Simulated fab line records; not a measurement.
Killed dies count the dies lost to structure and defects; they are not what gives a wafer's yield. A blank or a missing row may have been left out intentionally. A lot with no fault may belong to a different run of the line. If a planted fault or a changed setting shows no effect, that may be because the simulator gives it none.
fab line records -- flow n5Finfet -- part 1 of 2: steps 1 to 4 of 6
record: lots: 19, wafers: 57, lastDay: 17
route steps=1938 shown SD_EPI_N@279 SD_EPI_P@307 SDB@361
lots untouched by any fault: they come from a run of this same line in which no faults occurred
startH: the number of hours between the record's first day and the start of the first shown wafer of the lot -- waitH: time in hours since the lot's previous step -- " as in the row above -- L1.1+2: several wafers, shown together as one row -- - value missing, or start not given -- * or withheld: withheld -- < > ~ a bound
route shown NAME@n: NAME is a module with steps in the file, n the number in the route of the first one -- usual: mean and standard deviation over wafers with no fault -- same: alike in all rows -- chamber/n: place in a boat -- sites: the reading at each site -- _std_site: their standard deviation -- _edge_site: inner sites' mean taken away from outer sites' mean -- radiusMm: for every site, how far away it sits from the centre of the wafer -- mask NAME#n: copy n -- behind: the last tool/chamber to shape the wafer -- hold: cause of the lot's hold/its duration in hours/its outcome -- device: the n, p or np transistor that did not switch -- end of line: the tests these same wafers got at the end of their route -- a step given without rows: its recipe and nothing more -- killed: count of dies lost to structure and defects at first sort (not the wafer's yield) -- map: dies across one wafer; x = killed, . = not, _ = none there
set.NAME: the run value of the setting; set.NAME@STEP: its run value at that earlier step -- model.NAME: the simulator's own value behind a step, which no gauge read
one table for each step of the route and one row for each wafer, over a sample of lots
services: from which hour (startH, from the record's first day; less than 0 if before it) a tool's chamber was out of use, for how many hours, and why
== steps ==
step: N5_SD_EPI_N_ETCH_16
recipe: chemistry: CHF3/O2, target: SiO2, targetDepthA: 50, maskMaterial: SOC, pressureMtorr: 30, sourceW: 650, biasW: 170, Ar_flow_sccm: 200, CHF3_flow_sccm: 50, O2_flow_sccm: 5, ionEnergyEv: 200
usual: drypumpMotorCurrentA: 5.9/0.4, oesProductAu: 0.77/0.09, rfVppV: 525/8.7, showerheadPlenumPTorr: 2.42/0.066, throttleValvePct: 18.99/0.24
lot.wafer,tool,chamber,startH,waitH,drypumpMotorCurrentA,oesProductAu,rfHoursCounterH,rfVppV,showerheadPlenumPTorr,throttleValvePct
L074.1,rieDiel-01,2,49.86,0.1,6.5,0.72,205,539,2.49,18.91
L074.2,rieDiel-01,1,49.86,0.1,5.8,0.68,225,526,2.48,19.04
L074.3,rieDiel-01,0,49.86,0.1,5.9,0.75,160,519,2.30,19.11
L075.2,rieDiel-04,2,55.48,0.1,5.4,0.69,194,522,2.50,19.13
L075.3,rieDiel-04,1,55.48,0.1,6.6,0.88,25,516,2.36,18.75
L075.6,rieDiel-04,2,55.48,0.1,5.4,0.69,-,522,2.50,19.10
L076.2,rieDiel-02,0,62.89,0.1,5.9,0.79,125,519,2.41,19.00
L076.5,rieDiel-02,0,62.89,0.1,5.9,0.78,-,522,2.41,19.00
L076.6,rieDiel-02,2,62.89,0.1,6.0,0.84,-,514,2.45,18.55
L078.2,rieDiel-04,2,71.82,0.1,5.4,0.69,201,522,2.49,19.14
L078.4,rieDiel-04,1,71.82,0.1,6.6,0.87,31,516,2.35,18.77
L078.6,rieDiel-04,0,71.82,0.1,5.9,0.68,-,516,2.47,18.74
L079.1,rieDiel-04,1,79.07,0.1,6.6,0.87,35,516,2.35,18.77
L079.2,rieDiel-04,2,79.07,0.1,5.4,0.68,204,521,2.49,19.14
L079.4,rieDiel-04,3,79.07,0.1,5.2,0.72,199,526,2.39,19.26
L080.2,rieDiel-01,0,85.02,0.1,5.9,0.74,175,519,2.29,19.15
L080.3,rieDiel-01,2,85.02,0.1,6.5,0.71,219,540,2.48,18.93
L080.6,rieDiel-01,3,85.02,0.1,5.6,0.85,-,535,2.45,19.19
L081.1,rieDiel-01,2,91.64,0.1,6.5,0.71,221,540,2.48,18.93
L081.3,rieDiel-01,1,91.64,0.1,5.8,0.68,242,524,2.47,19.06
L081.6,rieDiel-01,1,91.64,0.1,5.8,0.68,-,527,2.47,19.06
L082.2,rieDiel-02,3,101.24,0.1,5.6,0.73,186,537,2.50,18.94
L082.3,rieDiel-02,0,101.24,0.1,5.9,0.78,132,520,2.41,19.03
L082.6,rieDiel-02,2,101.24,0.1,6.1,0.82,-,514,2.44,18.60
L083.3,rieDiel-02,3,106.34,0.1,5.6,0.73,188,538,2.50,18.94
L083.4,rieDiel-02,2,106.34,0.1,6.0,0.81,71,512,2.44,18.61
L083.5,rieDiel-02,3,106.34,0.1,5.6,0.73,-,536,2.49,18.94
L084.1,rieDiel-01,3,109.87,0.1,5.6,0.84,94,532,2.44,19.21
L084.2,rieDiel-01,0,109.87,0.1,5.9,0.72,184,519,2.29,19.15
L084.4,rieDiel-01,1,109.87,0.1,5.8,0.68,248,526,2.47,19.07
L086.2,rieDiel-01,0,121.38,0.1,6.0,0.73,187,519,2.29,19.15
L086.3,rieDiel-01,2,121.38,0.1,6.5,0.70,231,542,2.48,18.96
L086.4,rieDiel-01,3,121.38,0.1,5.6,0.83,-,535,2.44,19.23
L085.1,rieDiel-02,1,123.98,0.1,6.3,0.91,15,515,2.47,18.96
L085.4,rieDiel-02,2,123.98,0.1,6.0,0.81,78,514,2.44,18.59
L085.5,rieDiel-02,0,123.98,0.1,5.9,0.78,-,520,2.41,19.03
L087.4,rieDiel-01,0,129.66,0.0,5.9,0.71,-,521,2.29,19.16
L087.5,rieDiel-01,2,129.66,0.0,6.5,0.69,-,540,2.47,18.95
L087.6,rieDiel-01,3,129.66,0.0,5.6,0.82,-,533,2.44,19.23
L088.2,rieDiel-01,2,133.69,0.1,6.5,0.69,240,540,2.47,18.95
L088.4,rieDiel-01,0,133.69,0.1,5.9,0.71,-,519,2.29,19.17
L088.6,rieDiel-01,2,133.69,0.1,6.5,0.69,-,539,2.47,18.96
L092.1,rieDiel-01,0,158.66,0.1,5.9,0.70,207,522,2.28,19.19
L092.2,rieDiel-01,1,158.66,0.1,5.8,0.99,7,525,2.46,18.74
L092.4,rieDiel-01,0,158.66,0.1,5.9,0.71,-,520,2.28,19.17
L093.1,rieDiel-04,2,164.29,0.1,5.4,0.67,230,522,2.48,19.19
L093.3,rieDiel-04,3,164.29,0.1,5.2,0.70,228,527,2.38,19.30
L093.4,rieDiel-04,0,164.29,0.1,5.9,0.94,14,517,2.46,18.39
L094.4,rieDiel-01,1,168.60,0.0,5.8,0.97,-,527,2.46,18.75
L094.5,rieDiel-01,3,168.60,0.0,5.6,0.80,-,536,2.43,19.27
L094.6,rieDiel-01,0,168.60,0.0,6.0,0.71,-,519,2.28,19.21
L095.2,rieDiel-04,0,173.75,0.1,5.9,0.93,17,516,2.46,18.40
L095.3,rieDiel-04,2,173.75,0.1,5.4,0.67,233,522,2.48,19.19
L095.5,rieDiel-04,1,173.75,0.1,6.5,0.84,-,516,2.34,18.82
L097.3,rieDiel-04,1,188.15,0.1,6.6,0.83,65,515,2.34,18.82
L097.4,rieDiel-04,2,188.15,0.1,5.4,0.66,238,521,2.48,19.18
L097.6,rieDiel-04,3,188.15,0.1,5.2,0.70,-,526,2.37,19.33
step: N5_SD_EPI_P_ETCH_36
recipe: chemistry: CF4, target: SiARC, targetDepthA: 455, maskMaterial: CAR-ArF-block, timeS: 75.8, ionEnergyEv: 80, pressureMtorr: 40, sourceW: 545, biasW: 36, Ar_flow_sccm: 100, cf4FlowSccm: 100, ends: cleared
usual: drypumpMotorCurrentA: 5.7/0.31, etchRfOnTimeS: 74.8/2.3, oesProductAu: 0.67/0.073, rfVppV: 184.0/1.2, showerheadPlenumPTorr: 2.14/0.07, throttleValvePct: 15.67/0.2
lot.wafer,tool,chamber,startH,waitH,drypumpMotorCurrentA,etchRfOnTimeS,oesProductAu,rfHoursCounterH,rfVppV,showerheadPlenumPTorr,throttleValvePct
L074.1,rieDiel-05,3,53.79,0.0,6.1,78.4,0.57,229,182.4,2.03,16.04
L074.2,rieDiel-05,2,53.79,0.0,5.6,71.8,0.81,20,184.9,2.18,15.37
L074.3,rieDiel-05,0,53.79,0.0,5.8,71.7,0.70,110,182.5,2.08,15.84
L075.2,rieDiel-03,3,59.45,0.0,5.3,72.7,0.68,136,185.9,2.16,15.64
L075.3,rieDiel-03,0,59.45,0.0,5.4,73.7,0.64,157,184.2,2.14,15.69
L075.6,rieDiel-03,0,59.45,0.0,5.4,74.1,0.64,-,186.9,2.14,15.69
L076.2,rieDiel-03,1,66.82,0.0,6.2,72.8,0.64,152,183.5,2.07,15.76
L076.5,rieDiel-03,1,66.82,0.0,6.2,73.0,0.64,-,184.3,2.07,15.76
L076.6,rieDiel-03,0,66.82,0.0,5.4,75.4,0.64,-,184.0,2.14,15.69
L078.2,rieDiel-06,0,75.69,0.0,5.8,77.1,0.65,120,184.8,2.16,15.82
L078.4,rieDiel-06,2,75.69,0.0,5.5,78.2,0.60,180,182.8,2.13,15.53
L078.6,rieDiel-06,2,75.69,0.0,5.5,78.9,0.61,-,183.3,2.13,15.52
L079.1,rieDiel-03,3,83.95,0.0,5.2,74.0,0.67,143,183.5,2.16,15.66
L079.2,rieDiel-03,1,83.95,0.0,6.2,73.3,0.64,157,183.9,2.06,15.78
L079.4,rieDiel-03,2,83.95,0.0,5.5,74.8,0.59,245,183.4,2.03,15.91
L080.2,rieDiel-05,1,88.91,0.0,5.7,75.8,0.65,133,182.1,2.15,15.32
L080.3,rieDiel-05,0,88.91,0.0,5.8,71.3,0.69,117,183.8,2.08,15.85
L080.6,rieDiel-05,3,88.91,0.0,6.1,77.9,0.57,-,182.5,2.03,16.06
L081.1,rieDiel-05,1,95.48,0.0,5.7,75.6,0.64,134,184.2,2.14,15.31
L081.3,rieDiel-05,0,95.48,0.0,5.8,71.6,0.69,118,182.3,2.08,15.87
L081.6,rieDiel-05,3,95.48,0.0,6.1,78.4,0.56,-,184.1,2.03,16.08
L082.2,rieDiel-03,1,105.42,0.0,6.2,73.5,0.64,162,182.1,2.06,15.79
L082.3,rieDiel-03,3,105.42,0.0,5.2,72.9,0.66,149,183.8,2.15,15.66
L082.6,rieDiel-03,1,105.42,0.0,6.2,73.2,0.64,-,181.5,2.06,15.80
L083.3,rieDiel-05,1,110.19,0.0,5.7,75.6,0.65,138,184.3,2.14,15.34
L083.4,rieDiel-05,3,110.19,0.0,6.1,77.7,0.57,245,182.5,2.02,16.09
L083.5,rieDiel-05,2,110.19,0.0,5.6,70.4,0.78,-,184.7,2.18,15.40
L084.1,rieDiel-06,3,113.72,0.0,5.8,73.2,0.81,18,185.4,2.18,15.64
L084.2,rieDiel-06,0,113.72,0.0,5.8,75.1,0.65,131,184.1,2.16,15.82
L084.4,rieDiel-06,0,113.72,0.0,5.8,74.6,0.64,-,183.1,2.16,15.83
L086.2,rieDiel-05,2,125.97,0.0,5.6,70.5,0.77,41,185.7,2.18,15.41
L086.3,rieDiel-05,3,125.97,0.0,6.1,78.2,0.56,250,182.9,2.02,16.08
L086.4,rieDiel-05,1,125.97,0.0,5.7,75.4,0.64,143,185.1,2.14,15.34
L085.1,rieDiel-03,3,128.70,0.0,5.2,74.1,0.65,159,185.6,2.15,15.69
L085.4,rieDiel-03,0,128.70,0.0,5.4,76.7,0.61,-,184.1,2.13,15.73
L085.5,rieDiel-03,3,128.70,0.0,5.2,74.2,0.65,-,184.5,2.15,15.69
L087.4,rieDiel-06,3,135.37,0.0,5.8,73.9,0.80,24,185.9,2.18,15.66
L087.5,rieDiel-06,0,135.37,0.0,5.8,76.7,0.63,-,183.1,2.16,15.85
L087.6,rieDiel-06,1,135.37,0.0,5.9,76.8,0.63,-,186.8,2.23,15.75
L088.2,rieDiel-06,2,137.56,0.0,5.5,78.4,0.60,196,183.1,2.12,15.55
L088.4,rieDiel-06,0,137.56,0.0,5.8,76.5,0.63,139,185.6,2.15,15.86
L088.6,rieDiel-06,1,137.56,0.0,5.9,77.6,0.63,-,185.1,2.23,15.75
L092.1,rieDiel-03,0,163.36,0.0,5.4,75.9,0.61,194,183.9,2.13,15.76
L092.2,rieDiel-03,3,163.36,0.0,5.2,76.0,0.64,173,185.3,2.15,15.71
L092.4,rieDiel-03,1,163.36,0.0,6.2,74.7,0.61,186,183.5,2.05,15.83
L093.1,rieDiel-03,1,168.06,0.0,6.2,74.1,0.61,188,183.9,2.05,15.83
L093.3,rieDiel-03,0,168.06,0.0,5.3,76.2,0.61,196,183.0,2.13,15.76
L093.4,rieDiel-03,3,168.06,0.0,5.2,75.6,0.63,175,184.6,2.15,15.72
L094.4,rieDiel-03,0,172.43,0.0,5.4,75.4,0.61,197,184.3,2.13,15.78
L094.5,rieDiel-03,2,172.43,0.0,5.6,74.3,0.79,-,186.3,2.28,15.42
L094.6,rieDiel-03,1,172.43,0.0,6.2,74.3,0.61,-,182.4,2.05,15.83
L095.2,rieDiel-05,1,180.05,0.0,5.7,75.5,0.63,161,184.0,2.14,15.38
L095.3,rieDiel-05,2,180.05,0.0,5.6,71.5,0.75,56,184.0,2.17,15.43
L095.5,rieDiel-05,1,180.05,0.0,5.8,75.6,0.63,-,183.8,2.14,15.38
L097.3,rieDiel-05,3,192.71,0.0,6.1,77.7,0.76,17,184.9,2.27,15.61
L097.4,rieDiel-05,2,192.71,0.0,5.6,71.5,0.75,59,184.9,2.17,15.44
L097.6,rieDiel-05,3,192.71,0.0,6.1,77.7,0.76,-,186.6,2.27,15.62
step: N5_SD_EPI_P_ETCHBACK_46
recipe: chemistry: CH3F/O2, mode: anisotropicEtchback, target: SiNx, targetDepthA: 175, stopOn: SiO2, overEtchFrac: 0.3, ionEnergyEv: 120, pressureMtorr: 30, sourceW: 395, biasW: 73, Ar_flow_sccm: 150, CH3F_flow_sccm: 30, O2_flow_sccm: 20
usual: drypumpMotorCurrentA: 5.7/0.31, oesProductAu: 0.66/0.068, rfVppV: 299/5, showerheadPlenumPTorr: 1.99/0.071, throttleValvePct: 16.38/0.21
lot.wafer,tool,chamber,startH,waitH,drypumpMotorCurrentA,oesProductAu,rfHoursCounterH,rfVppV,showerheadPlenumPTorr,throttleValvePct
L074.1,rieDiel-05,3,54.17,0.0,6.1,0.59,229,303,1.89,16.79
L074.2,rieDiel-05,2,54.17,0.0,5.6,0.78,20,298,2.04,16.10
L074.3,rieDiel-05,0,54.17,0.0,5.8,0.67,111,294,1.93,16.48
L075.2,rieDiel-03,3,59.83,0.0,5.2,0.66,136,291,2.02,16.40
L075.3,rieDiel-03,0,59.83,0.0,5.4,0.64,157,303,1.99,16.38
L075.6,rieDiel-03,0,59.83,0.0,5.4,0.64,-,300,1.99,16.38
L076.2,rieDiel-03,1,67.20,0.0,6.2,0.63,152,299,1.92,16.46
L076.5,rieDiel-03,1,67.20,0.0,6.2,0.64,-,299,1.92,16.47
L076.6,rieDiel-03,0,67.20,0.0,5.4,0.63,-,303,1.99,16.40
L078.2,rieDiel-06,0,76.07,0.0,5.8,0.65,120,291,2.01,16.51
L078.4,rieDiel-06,2,76.07,0.0,5.5,0.61,181,296,1.98,16.21
L078.6,rieDiel-06,2,76.07,0.0,5.5,0.61,-,298,1.98,16.21
L079.1,rieDiel-03,3,84.34,0.0,5.2,0.65,143,292,2.02,16.41
L079.2,rieDiel-03,1,84.34,0.0,6.2,0.63,157,299,1.92,16.47
L079.4,rieDiel-03,2,84.34,0.0,5.5,0.59,245,296,1.89,16.63
L080.2,rieDiel-05,1,89.29,0.0,5.7,0.65,133,305,1.99,15.94
L080.3,rieDiel-05,0,89.29,0.0,5.8,0.67,117,294,1.93,16.51
L080.6,rieDiel-05,3,89.29,0.0,6.1,0.58,-,302,1.89,16.80
L081.1,rieDiel-05,1,95.86,0.0,5.7,0.65,134,307,1.99,15.96
L081.3,rieDiel-05,0,95.86,0.0,5.8,0.67,118,296,1.93,16.51
L081.6,rieDiel-05,3,95.86,0.0,6.1,0.58,-,303,1.89,16.81
L082.2,rieDiel-03,1,105.80,0.0,6.2,0.63,163,300,1.92,16.49
L082.3,rieDiel-03,3,105.80,0.0,5.3,0.65,150,292,2.01,16.41
L082.6,rieDiel-03,1,105.80,0.0,6.2,0.62,-,299,1.92,16.49
L083.3,rieDiel-05,1,110.58,0.0,5.7,0.64,138,306,1.99,15.98
L083.4,rieDiel-05,3,110.58,0.0,6.1,0.58,245,303,1.89,16.83
L083.5,rieDiel-05,2,110.58,0.0,5.6,0.75,-,298,2.04,16.15
L084.1,rieDiel-06,3,114.10,0.0,5.8,0.80,19,293,2.05,16.45
L084.2,rieDiel-06,0,114.10,0.0,5.8,0.64,131,290,2.01,16.55
L084.4,rieDiel-06,0,114.10,0.0,5.8,0.64,-,291,2.01,16.53
L086.2,rieDiel-05,2,126.35,0.0,5.6,0.74,42,298,2.03,16.14
L086.3,rieDiel-05,3,126.35,0.0,6.1,0.57,250,302,1.88,16.84
L086.4,rieDiel-05,1,126.35,0.0,5.7,0.64,144,306,1.99,15.97
L085.1,rieDiel-03,3,129.08,0.0,5.2,0.65,160,292,2.01,16.44
L085.4,rieDiel-03,0,129.08,0.0,5.4,0.63,-,302,1.98,16.44
L085.5,rieDiel-03,3,129.08,0.0,5.2,0.65,-,291,2.01,16.45
L087.4,rieDiel-06,3,135.75,0.0,5.8,0.78,24,294,2.05,16.48
L087.5,rieDiel-06,0,135.75,0.0,5.8,0.64,-,291,2.01,16.56
L087.6,rieDiel-06,1,135.75,0.0,5.9,0.65,-,301,2.08,16.42
L088.2,rieDiel-06,2,137.94,0.0,5.5,0.61,196,296,1.98,16.25
L088.4,rieDiel-06,0,137.94,0.0,5.8,0.64,139,288,2.00,16.54
L088.6,rieDiel-06,1,137.94,0.0,5.9,0.64,-,301,2.08,16.43
L092.1,rieDiel-03,0,163.74,0.0,5.4,0.62,194,302,1.98,16.47
L092.2,rieDiel-03,3,163.74,0.0,5.2,0.64,173,293,2.01,16.48
L092.4,rieDiel-03,1,163.74,0.0,6.2,0.61,186,298,1.91,16.53
L093.1,rieDiel-03,1,168.44,0.0,6.2,0.61,188,299,1.91,16.53
L093.3,rieDiel-03,0,168.44,0.0,5.4,0.62,196,302,1.98,16.48
L093.4,rieDiel-03,3,168.44,0.0,5.3,0.62,175,292,2.01,16.47
L094.4,rieDiel-03,0,172.82,0.0,5.4,0.61,198,302,1.98,16.45
L094.5,rieDiel-03,2,172.82,0.0,5.5,0.79,-,301,2.14,16.16
L094.6,rieDiel-03,1,172.82,0.0,6.2,0.61,-,300,1.91,16.54
L095.2,rieDiel-05,1,180.43,0.0,5.7,0.63,161,306,1.98,16.02
L095.3,rieDiel-05,2,180.43,0.0,5.6,0.72,56,297,2.03,16.18
L095.5,rieDiel-05,1,180.43,0.0,5.7,0.63,-,306,1.98,16.00
L097.3,rieDiel-05,3,193.09,0.0,6.2,0.77,17,308,2.13,16.37
L097.4,rieDiel-05,2,193.09,0.0,5.6,0.72,59,297,2.03,16.19
L097.6,rieDiel-05,3,193.09,0.0,6.1,0.77,-,308,2.13,16.36
step: N5_SDB_ETCH_18
recipe: chemistry: N2/H2, target: SOC, targetDepthA: 1000, overetchA: 200, maskMaterial: SiARC, tempC: 40, timeS: 150, ionEnergyEv: 200, pressureMtorr: 30, sourceW: 840, biasW: 150, n2FlowSccm: 200, h2FlowSccm: 200
usual: drypumpMotorCurrentA: 5.9/0.36, oesProductAu: 0.70/0.077, rfVppV: 524.1/2.2, showerheadPlenumPTorr: 2.55/0.073, throttleValvePct: 17.96/0.27
lot.wafer,tool,chamber,startH,waitH,drypumpMotorCurrentA,oesProductAu,rfHoursCounterH,rfVppV,showerheadPlenumPTorr,throttleValvePct
L074.1,rieDiel-01,2,65.21,0.0,6.4,0.64,211,526.1,2.61,17.70
L074.2,rieDiel-01,1,65.21,0.0,5.8,0.62,231,526.1,2.63,18.07
L074.3,rieDiel-01,0,65.21,0.0,5.9,0.67,166,520.7,2.42,18.07
L075.2,rieDiel-01,2,71.99,0.0,6.4,0.65,214,526.4,2.61,17.72
L075.3,rieDiel-01,3,71.99,0.0,5.6,0.75,80,525.4,2.59,18.21
L075.6,rieDiel-01,0,71.99,0.0,5.9,0.67,-,518.8,2.42,18.10
L076.2,rieDiel-01,3,79.09,0.0,5.6,0.74,83,525.5,2.59,18.19
L076.5,rieDiel-01,0,79.09,0.0,5.9,0.66,-,520.8,2.42,18.09
L076.6,rieDiel-01,3,79.09,0.0,5.6,0.74,-,525.5,2.59,18.19
L078.2,rieDiel-04,1,87.08,0.0,6.6,0.79,38,521.5,2.48,17.73
L078.4,rieDiel-04,1,87.08,0.0,6.6,0.78,-,521.6,2.48,17.72
L078.6,rieDiel-04,2,87.08,0.0,5.4,0.63,-,527.1,2.63,18.10
L079.1,rieDiel-04,2,95.86,0.0,5.4,0.62,212,527.6,2.63,18.11
L079.2,rieDiel-04,3,95.86,0.0,5.2,0.66,207,522.8,2.53,18.31
L079.4,rieDiel-04,3,95.86,0.0,5.2,0.65,-,521.8,2.53,18.33
L080.2,rieDiel-01,3,101.31,0.0,5.6,0.74,91,525.3,2.58,18.21
L080.3,rieDiel-01,0,101.31,0.0,6.0,0.67,181,520.7,2.42,18.10
L080.6,rieDiel-01,0,101.31,0.0,5.9,0.67,-,520.1,2.42,18.10
L081.1,rieDiel-01,2,107.71,0.0,6.5,0.63,227,525.3,2.60,17.72
L081.3,rieDiel-01,1,107.71,0.0,5.8,0.61,247,526.1,2.62,18.08
L081.6,rieDiel-01,2,107.71,0.0,6.4,0.64,-,525.7,2.60,17.73
L082.2,rieDiel-01,0,116.95,0.0,5.9,0.66,185,520.6,2.42,18.11
L082.3,rieDiel-01,1,116.95,0.0,5.8,0.60,249,526.2,2.62,18.08
L082.6,rieDiel-01,3,116.95,0.0,5.6,0.73,-,525.3,2.58,18.24
L083.3,rieDiel-01,3,122.96,0.0,5.6,0.73,99,524.1,2.58,18.22
L083.4,rieDiel-01,0,122.96,0.0,5.9,0.66,-,521.6,2.41,18.13
L083.5,rieDiel-01,2,122.96,0.0,6.5,0.63,-,525.4,2.60,17.75
L084.1,rieDiel-01,3,125.93,0.0,5.6,0.73,101,524.2,2.58,18.23
L084.2,rieDiel-01,2,125.93,0.0,6.5,0.62,235,525.5,2.60,17.76
L084.4,rieDiel-01,0,125.93,0.0,6.0,0.66,-,521.2,2.41,18.12
L086.2,rieDiel-01,3,137.44,0.0,5.6,0.72,109,524.3,2.57,18.25
L086.3,rieDiel-01,2,137.44,0.0,6.5,0.63,242,525.2,2.60,17.75
L086.4,rieDiel-01,3,137.44,0.0,5.6,0.73,-,525.4,2.57,18.25
L085.1,rieDiel-02,0,140.90,0.0,5.9,0.68,149,523.7,2.56,18.12
L085.4,rieDiel-02,3,140.90,0.0,5.6,0.65,202,525.6,2.61,17.74
L085.5,rieDiel-02,2,140.90,0.0,6.0,0.72,-,525.3,2.57,17.55
L087.4,rieDiel-04,3,147.92,0.0,5.2,0.65,221,524.1,2.52,18.35
L087.5,rieDiel-04,3,147.92,0.0,5.2,0.64,-,523.3,2.52,18.35
L087.6,rieDiel-04,2,147.92,0.0,5.4,0.62,-,525.9,2.62,18.12
L088.2,rieDiel-01,2,148.89,0.0,6.5,0.62,248,523.5,2.59,17.79
L088.4,rieDiel-01,0,148.89,0.0,5.9,0.64,203,520.2,2.41,18.14
L088.6,rieDiel-01,3,148.89,0.0,5.6,0.72,-,524.6,2.57,18.25
L092.1,rieDiel-01,3,175.44,0.0,5.6,0.71,126,524.7,2.57,18.28
L092.2,rieDiel-01,2,175.44,0.0,6.4,0.87,2,525.0,2.59,17.37
L092.4,rieDiel-01,0,175.44,0.0,5.9,0.65,214,521.0,2.40,18.16
L093.1,rieDiel-01,3,180.69,0.0,5.6,0.71,127,522.9,2.57,18.29
L093.3,rieDiel-01,1,180.69,0.0,5.8,0.84,15,526.5,2.61,17.76
L093.4,rieDiel-01,2,180.69,0.0,6.5,0.87,4,525.2,2.59,17.36
L094.4,rieDiel-01,1,184.60,0.0,5.8,0.83,16,526.0,2.61,17.74
L094.5,rieDiel-01,1,184.60,0.0,5.8,0.84,-,525.6,2.61,17.75
L094.6,rieDiel-01,2,184.60,0.0,6.5,0.86,-,524.6,2.59,17.37
L095.2,rieDiel-02,0,193.87,0.0,5.9,0.67,168,522.3,2.55,18.15
L095.3,rieDiel-02,1,193.87,0.0,6.3,0.76,39,524.1,2.59,17.82
L095.5,rieDiel-02,0,193.87,0.0,5.9,0.66,-,524.0,2.55,18.15
L097.3,rieDiel-02,0,205.06,0.0,5.9,0.67,170,522.0,2.55,18.15
L097.4,rieDiel-02,3,205.06,0.0,5.6,0.63,226,525.4,2.60,17.79
L097.6,rieDiel-02,1,205.06,0.0,6.3,0.75,-,525.4,2.58,17.83
